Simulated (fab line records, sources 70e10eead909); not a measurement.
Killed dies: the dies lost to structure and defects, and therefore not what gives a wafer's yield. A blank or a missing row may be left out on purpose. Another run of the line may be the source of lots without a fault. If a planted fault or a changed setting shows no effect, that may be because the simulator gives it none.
Which tool did it? :: flow nand_harc :: Sampling: 14 lots, 42 wafers, 5 of 1159 route steps

## WHAT THE GAUGES SHOWED, per wafer
NHARC_THIN_TSV_CD_MEAS_37.
lot: L991
measured: day 18 20:53
on: cd_sem-01
cd_nm (nm): 5001 4999 5003

lot: L992
measured: day 19 03:13
on: cd_sem-01
cd_nm (nm): 4999 5005 5003

lot: L994
measured: day 19 09:44
on: cd_sem-03
cd_nm (nm): 5006 4997 5002

lot: L996
measured: day 19 08:25
on: cd_sem-02
cd_nm (nm): 5000 5002 4995

lot: L993
measured: day 19 15:02
on: cd_sem-01
cd_nm (nm): 5000 5006 5005

lot: L995
measured: day 19 10:46
on: cd_sem-01
cd_nm (nm): 5000 4994 5001

lot: L998
measured: day 20 06:57
on: cd_sem-01
cd_nm (nm): 5001 5000 4997

lot: L103
measured: day 22 03:13
on: cd_sem-01
cd_nm (nm): 4997 5001 5002

lot: L106
measured: day 22 17:57
on: cd_sem-01
cd_nm (nm): 5003 5002 5001

lot: L108
measured: day 23 14:56
on: cd_sem-03
cd_nm (nm): 4996 5000 4997

lot: L107
measured: day 23 16:26
on: cd_sem-03
cd_nm (nm): 4999 4996 4999

lot: L110
measured: day 23 17:05
on: cd_sem-03
cd_nm (nm): 5006 5005 4997

lot: L109
measured: day 24 01:26
on: cd_sem-02
cd_nm (nm): 4998 4997 4999

lot: L112
measured: day 24 08:26
on: cd_sem-02
cd_nm (nm): 5001 5003 4999

NHARC_END_SORT_01.
lot: L103
measured: day 22 17:40
on: prober-02
killed_at_array: 31 27 34
killed_at_other: 0 0 0
killed_at_periphery: 4 3 4
killed_dies: 35 30 38
killed_open: 2 2 3
killed_short: 3 1 2

lot: L106
measured: day 23 03:07
on: prober-01
killed_at_array: 115 116 13
killed_at_other: 4 1 4
killed_at_periphery: 3 4 4
killed_dies: 122 121 21
killed_open: 7 2 4
killed_short: 1 2 2

lot: L108
measured: day 24 08:14
on: prober-02
killed_at_array: 19 14 21
killed_at_other: 3 2 0
killed_at_periphery: 6 6 4
killed_dies: 28 22 25
killed_open: 5 4 4
killed_short: 2 6 5

lot: L107
measured: day 24 00:28
on: prober-01
killed_at_array: 128 37 137
killed_at_other: 0 1 0
killed_at_periphery: 5 3 2
killed_dies: 133 41 139
killed_open: 2 1 3
killed_short: 3 3 1

lot: L110
measured: day 24 08:17
on: prober-01
killed_at_array: 12 12 14
killed_at_other: 0 0 2
killed_at_periphery: 1 3 3
killed_dies: 13 15 19
killed_open: 2 6 3
killed_short: 2 2 4

lot: L109
measured: day 24 18:23
on: prober-02
killed_at_array: 31 37
killed_at_other: 0 0
killed_at_periphery: 4 6
killed_dies: 35 43
killed_open: 4 3
killed_short: 1 0

## EACH LOT AND THE TOOL THAT RAN IT (in order: tool; ch and the chambers of the sampled wafers; start)
lot: L991
NHARC_A_CONTACT_ETCH_128: har_cap_etch-01 ch 0,1, day 16 19:09
NHARC_THIN_TSV_ETCHBACK_48: rie_diel-07 ch 0,1,2, day 18 15:55
NHARC_THIN_TSV_PRE_CLEAN_54: pvd_sputter-02, day 18 18:31

lot: L992
NHARC_A_CONTACT_ETCH_128: har_cap_etch-01 ch 0,1, day 17 00:37
NHARC_THIN_TSV_ETCHBACK_48: rie_diel-04 ch 0,1,2, day 18 22:08
NHARC_THIN_TSV_PRE_CLEAN_54: pvd_sputter-01, day 19 00:42

lot: L994
NHARC_A_CONTACT_ETCH_128: har_cap_etch-03 ch 0,1, day 17 03:29
NHARC_THIN_TSV_ETCHBACK_48: rie_diel-11 ch 0,2, day 19 04:26
NHARC_THIN_TSV_PRE_CLEAN_54: pvd_sputter-03, day 19 07:13

lot: L996
NHARC_A_CONTACT_ETCH_128: har_cap_etch-02 ch 0,1, day 17 04:17
NHARC_THIN_TSV_ETCHBACK_48: rie_diel-04 ch 0,1,3, day 19 03:27
NHARC_THIN_TSV_PRE_CLEAN_54: pvd_sputter-01, day 19 06:02

lot: L993
NHARC_A_CONTACT_ETCH_128: har_cap_etch-03 ch 0,1, day 17 08:22
NHARC_THIN_TSV_ETCHBACK_48: rie_diel-11 ch 0,1, day 19 09:49
NHARC_THIN_TSV_PRE_CLEAN_54: pvd_sputter-01, day 19 12:30

lot: L995
NHARC_A_CONTACT_ETCH_128: har_cap_etch-02 ch 0, day 17 09:58
NHARC_THIN_TSV_ETCHBACK_48: rie_diel-07 ch 0,2, day 19 05:40
NHARC_THIN_TSV_PRE_CLEAN_54: pvd_sputter-01, day 19 08:14

lot: L998
NHARC_A_CONTACT_ETCH_128: har_cap_etch-01 ch 0,1, day 18 03:47
NHARC_THIN_TSV_ETCHBACK_48: rie_diel-11 ch 0,1,2, day 20 01:35
NHARC_THIN_TSV_PRE_CLEAN_54: pvd_sputter-01, day 20 04:25

lot: L103
NHARC_A_CONTACT_ETCH_128: har_cap_etch-01 ch 0,1, day 19 20:09
NHARC_THIN_TSV_ETCHBACK_48: rie_diel-04 ch 2,3, day 21 22:14
NHARC_THIN_TSV_PRE_CLEAN_54: pvd_sputter-03, day 22 00:51

lot: L106
NHARC_A_CONTACT_ETCH_128: har_cap_etch-03 ch 0,1, day 20 08:47
NHARC_THIN_TSV_ETCHBACK_48: rie_diel-07 ch 1,2, day 22 12:49
NHARC_THIN_TSV_PRE_CLEAN_54: pvd_sputter-02, day 22 15:35

lot: L108
NHARC_A_CONTACT_ETCH_128: har_cap_etch-01 ch 0,1, day 20 23:46
NHARC_THIN_TSV_ETCHBACK_48: rie_diel-07 ch 0,1,2, day 23 09:13
NHARC_THIN_TSV_PRE_CLEAN_54: pvd_sputter-03, day 23 12:02

lot: L107
NHARC_A_CONTACT_ETCH_128: har_cap_etch-03 ch 0,1, day 21 02:21
NHARC_THIN_TSV_ETCHBACK_48: rie_diel-04 ch 0,1, day 23 10:34
NHARC_THIN_TSV_PRE_CLEAN_54: pvd_sputter-01, day 23 13:52

lot: L110
NHARC_A_CONTACT_ETCH_128: har_cap_etch-02 ch 0, day 21 09:21
NHARC_THIN_TSV_ETCHBACK_48: rie_diel-07 ch 0,1,2, day 23 11:44
NHARC_THIN_TSV_PRE_CLEAN_54: pvd_sputter-02, day 23 14:17

lot: L109
NHARC_A_CONTACT_ETCH_128: har_cap_etch-02 ch 0,1, day 22 01:11
NHARC_THIN_TSV_ETCHBACK_48: rie_diel-07 ch 0,1,3, day 23 20:22
NHARC_THIN_TSV_PRE_CLEAN_54: pvd_sputter-03, day 23 22:58

lot: L112
NHARC_A_CONTACT_ETCH_128: har_cap_etch-01 ch 0,1, day 22 05:41
NHARC_THIN_TSV_ETCHBACK_48: rie_diel-11 ch 1,2,3, day 24 02:30
NHARC_THIN_TSV_PRE_CLEAN_54: pvd_sputter-01, day 24 05:57
- NHARC_A_CONTACT_ETCH_128: etches the open film in C4F8/O2/Ar, time 155 s, target depth 956 nm.
- NHARC_THIN_TSV_ETCHBACK_48: etches the open film in C4F8/Ar, target depth 1028.5 nm, time 405.17 s.
- NHARC_THIN_TSV_PRE_CLEAN_54: time 30 s.

## WHAT THE TOOLS THEMSELVES READ (means of the sampled wafers that have a number; where no wafer has one, the mark that the record gives instead)
NHARC_THIN_TSV_ETCHBACK_48.
lot: L991
tool: rie_diel-07
oes_product_au (a.u.): 0.96
rf_vpp_V (V): 549

lot: L992
tool: rie_diel-04
oes_product_au (a.u.): 0.92
rf_vpp_V (V): 545

lot: L994
tool: rie_diel-11
oes_product_au (a.u.): 1.00
rf_vpp_V (V): 550

lot: L996
tool: rie_diel-04
oes_product_au (a.u.): 0.94
rf_vpp_V (V): 546

lot: L993
tool: rie_diel-11
oes_product_au (a.u.): 0.96
rf_vpp_V (V): 547

lot: L995
tool: rie_diel-07
oes_product_au (a.u.): 1.00
rf_vpp_V (V): 551

lot: L998
tool: rie_diel-11
oes_product_au (a.u.): 0.92
rf_vpp_V (V): 548

lot: L103
tool: rie_diel-04
oes_product_au (a.u.): 0.94
rf_vpp_V (V): 543

lot: L106
tool: rie_diel-07
oes_product_au (a.u.): 0.98
rf_vpp_V (V): 548

lot: L108
tool: rie_diel-07
oes_product_au (a.u.): 0.92
rf_vpp_V (V): 549

lot: L107
tool: rie_diel-04
oes_product_au (a.u.): 0.97
rf_vpp_V (V): 549

lot: L110
tool: rie_diel-07
oes_product_au (a.u.): 0.98
rf_vpp_V (V): 550

lot: L109
tool: rie_diel-07
oes_product_au (a.u.): 0.92
rf_vpp_V (V): 545

lot: L112
tool: rie_diel-11
oes_product_au (a.u.): 1.01
rf_vpp_V (V): 546

NHARC_THIN_TSV_PRE_CLEAN_54.
lot: L991
tool: pvd_sputter-02
heater_power_w (W): 365

lot: L992
tool: pvd_sputter-01
heater_power_w (W): 406

lot: L994
tool: pvd_sputter-03
heater_power_w (W): 411

lot: L996
tool: pvd_sputter-01
heater_power_w (W): 411

lot: L993
tool: pvd_sputter-01
heater_power_w (W): 412

lot: L995
tool: pvd_sputter-01
heater_power_w (W): 399

lot: L998
tool: pvd_sputter-01
heater_power_w (W): 394

lot: L103
tool: pvd_sputter-03
heater_power_w (W): 417

lot: L106
tool: pvd_sputter-02
heater_power_w (W): 379

lot: L108
tool: pvd_sputter-03
heater_power_w (W): 422

lot: L107
tool: pvd_sputter-01
heater_power_w (W): 391

lot: L110
tool: pvd_sputter-02
heater_power_w (W): 393

lot: L109
tool: pvd_sputter-03
heater_power_w (W): 411

lot: L112
tool: pvd_sputter-01
heater_power_w (W): 402

## THE ANSWER, worked out from the rows above alone
Rule: usual is defined by the lots themselves. The widest of any qualifying gaps counts: lots, ordered by their means at a reading, are off when they make up no more than a third of the lots, leave a main group of 4 or more, and stand apart from it by 3 or more times the standard deviation of that group's means. A main group whose means are all the same, to the digits that the tables above print for the reading, isn't used. A lot without any number at a reading at which 4 lots or more have one is off too. Any other lot the step has rows for is counted as sound. Order of review: gauges by route order, followed by the tools' own readings, for which a lot's mean as printed above is used. At the first step where some lot is off, the reading lying furthest off is the one used; lots without a number count as furthest.
Off, at NHARC_END_SORT_01 on killed_dies: L106, L107. For the main group the mean is 28 and the standard deviation 9. Neither off nor sound, because the step has no rows for them: L991, L992, L994, L996, L993, L995, L998, L112.
A tool fits if, at a process step before that reading, it ran every lot that is off, and no sound lot after the first of them. Those tools and the gauges at NHARC_END_SORT_01 are tried in the same way. One fits: har_cap_etch-03 at NHARC_A_CONTACT_ETCH_128. It ran no sound lot before its first lot that is off in this sample, so the start can't be narrowed down.

## WHAT THE SIMULATOR HAD PUT IN
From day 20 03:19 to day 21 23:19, har_cap_etch-03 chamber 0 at NHARC_A_CONTACT_ETCH_128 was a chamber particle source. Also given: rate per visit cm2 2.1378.
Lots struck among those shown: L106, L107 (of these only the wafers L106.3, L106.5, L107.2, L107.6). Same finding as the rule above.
